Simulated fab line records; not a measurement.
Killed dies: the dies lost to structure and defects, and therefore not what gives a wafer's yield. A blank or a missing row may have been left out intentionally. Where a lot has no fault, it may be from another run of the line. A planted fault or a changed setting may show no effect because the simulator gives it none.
A lot that was struck, set against a sound lot	flow nandHarc	40 out of 1302 route steps
Sound: these wafers, L682.1, L682.4, L682.5. Struck: wafer L696.5 (left out: L696.4, a lot-mate that was not struck); the cause follows at the end.
Each step with rows lists, per side, the tool, then ch with its chambers, then its first start. Under that, the readings that differ: sound wafers	struck wafers	difference of the means	sigmas: that difference in standard deviations of wafers without a fault.
alike: readings with means less than 2 such deviations apart, plus words and numbers identical on both sides. not compared: withheld readings, readings lacking a value on some wafer, bounds such as >300 that could conceal the same value, and numbers that have no deviation in the record and whose values overlap.
A row with sigmas, a row that says differs or no value, or rows on one side alone: a step with any of these is where the two part. When numbers do not overlap yet have no deviation, they are printed without sigmas and do not part them. A reading missing from all wafers of one side parts the sides only when that side holds two or more wafers.

first, 6 steps without rows for these wafers: NHARC_A_STAIRCASE_SRD_154; NHARC_A_STAIRCASE_ETCH_403 (etches SiO2 in dHF, target depth 108.2 nm); NHARC_A_STAIRCASE_ETCHBACK_422 (etches the open film in CH3F/O2, target depth 40 nm, time 74.286 s); NHARC_A_STAIRCASE_ETCH_423 (etches SiO2 in dHF, target depth 30 nm); NHARC_A_STAIRCASE_ETCHBACK_157 (etches the open film in CH3F/O2, target depth 90 nm, time 167.14 s); NHARC_A_STAIRCASE_STRIP_475 (strips in O2, time 20 s).
NHARC_A_STAIRCASE_DEP_471: deposits SiO2, target thk 100 nm.
  sound on pecvd-03 ch 1,2, day 19 06:41; struck on pecvd-04 ch 0, day 25 12:55
reading	sound	struck	difference	sigmas
throttleValvePct (%)	15.5 15.8 15.6	16.9	+1.3	+3
  alike: heaterPowerW, showerheadVppV, susceptorTempC
then, 2 steps without rows for these wafers: NHARC_A_STAIRCASE_CMP_472 (polishes SiO2); NHARC_A_STAIRCASE_SRD_474.
NHARC_A_STAIRCASE_INSPECT_155:
  struck on defectInspect-01, day 25 13:29; sound on defectInspect-01, day 19 07:16
  alike: rawDefectCount
NHARC_A_SGD_CUT_DEP_00: deposits SiNx, target thk 50 nm.
  sound on pecvd-03 ch 0,2, day 19 07:23; struck on pecvd-01 ch 2, day 25 13:40
reading	sound	struck	difference	sigmas
heaterPowerW (W)	768 668 619	907	+222	+2
  alike: susceptorTempC
then, 10 steps without rows for these wafers: NHARC_A_SGD_CUT_DEHYDRATE_01 (time 120 s); NHARC_A_SGD_CUT_HMDS_02 (time 30 s); NHARC_A_SGD_CUT_COAT_56 (time 75 s); NHARC_A_SGD_CUT_COAT_57 (time 65 s); NHARC_A_SGD_CUT_COAT_03 (resist thk 90 nm); NHARC_A_SGD_CUT_SOFTBAKE_04 (time 55 s); NHARC_A_SGD_CUT_EBR_05; NHARC_A_SGD_CUT_EXPOSE_06 (exposes mask SGD); NHARC_A_SGD_CUT_PEB_07 (peb time 65 s); NHARC_A_SGD_CUT_DEVELOP_08 (develop time 35 s).
NHARC_A_SGD_CUT_CD_MEAS_09: target cd 100 nm.
  sound on cdSem-01 ch 0, day 19 07:55; struck on cdSem-03 ch 0, day 25 14:18
  alike: cdNm
NHARC_A_SGD_CUT_OVL_MEAS_10:
  struck on overlay-01, day 25 14:23; sound on overlay-01, day 19 08:01
  alike: overlayXNm, overlayYNm
NHARC_A_SGD_CUT_INSPECT_11:
  struck on defectInspect-02, day 25 14:25; sound on defectInspect-02, day 19 08:03
  alike: rawDefectCount
NHARC_A_SGD_CUT_DESCUM_14: chemistry O2, time 3 s.
  sound on rieDiel-13 ch 0,3, day 19 08:07; struck on rieDiel-02 ch 0, day 25 14:31
reading	sound	struck	difference	sigmas
showerheadPlenumPTorr (Torr)	1.99 2.06 2.06	1.78	-0.26	-3
  alike: chamberPressureMTorr, drypumpMotorCurrentA, oesProductAu, rfVppV, throttleValvePct
  not compared: rfHoursCounterH
NHARC_A_SGD_CUT_ETCH_58: etches the open film in CF4, target depth 39 nm, time 65 s.
  sound on rieDiel-13 ch 0,2,3, day 19 08:12; struck on rieDiel-02 ch 3, day 25 14:35
  alike: chamberPressureMTorr, drypumpMotorCurrentA, oesProductAu, rfVppV, showerheadPlenumPTorr, throttleValvePct
  not compared: rfHoursCounterH
then, 4 steps without rows for these wafers: NHARC_A_SGD_CUT_ETCH_59 (etches the open film in N2/H2, target depth 260 nm, time 406.25 s); NHARC_A_SGD_CUT_ETCH_15 (etches the open film in CH3F/O2, target depth 75 nm, time 64.3 s); NHARC_A_SGD_CUT_ETCH_16 (etches the open film in C4F8/O2/Ar, target depth 310.5 nm, time 155.2 s); NHARC_A_SGD_CUT_STRIP_60 (strips in C4F8/O2/Ar).
NHARC_A_SGD_CUT_STRIP_17: strips in O2.
  sound on rieDiel-13 ch 1,2; struck on rieDiel-02 ch 1
  alike: chamberPressureMTorr, drypumpMotorCurrentA, oesProductAu, rfVppV, showerheadPlenumPTorr, throttleValvePct
  not compared: rfHoursCounterH
then, 4 steps without rows for these wafers: NHARC_A_SGD_CUT_PRECLEAN_18 (cleans in SC1); NHARC_A_SGD_CUT_SRD_19; NHARC_A_SGD_CUT_DEP_20 (deposits SiO2, target thk 150 nm); NHARC_A_SGD_CUT_ANNEAL_27 (time 1800 s).
NHARC_A_SGD_CUT_CMP_21: polishes, target thk 148.19 nm.
  sound on cmp-02 ch 0,1,2, day 19 16:23; struck on cmp-04 ch 3, day 25 20:38
reading	sound	struck	difference	sigmas
timeToEndpointS (s)	52.1 53.5 53.4	47.8	-5.2	-2
  alike: edgeZonePressureFrac, motorCurrentA
then, 3 steps without rows for these wafers: NHARC_A_SGD_CUT_SRD_23; NHARC_A_SGD_CUT_ETCH_26 (etches SiO2 in dHF, target depth 45.8 nm); NHARC_A_SGD_CUT_ETCHBACK_24 (etches the open film in CH3F/O2, target depth 50 nm, time 92.857 s).
-- record jumps: 5 days between struck wafers' starts before vs after; left off in module A_SGD_CUT, resumes in module END, first step shown is number 1302 of the route --
NHARC_END_SORT_01:
  the record has rows for the struck wafers here (prober-01 ch 0, day 30 19:46) and none for the sound ones

## WHERE THEY PART
At NHARC_A_STAIRCASE_DEP_471 first; at NHARC_END_SORT_01 last (within this record only).

WHY: whatever the simulator had introduced
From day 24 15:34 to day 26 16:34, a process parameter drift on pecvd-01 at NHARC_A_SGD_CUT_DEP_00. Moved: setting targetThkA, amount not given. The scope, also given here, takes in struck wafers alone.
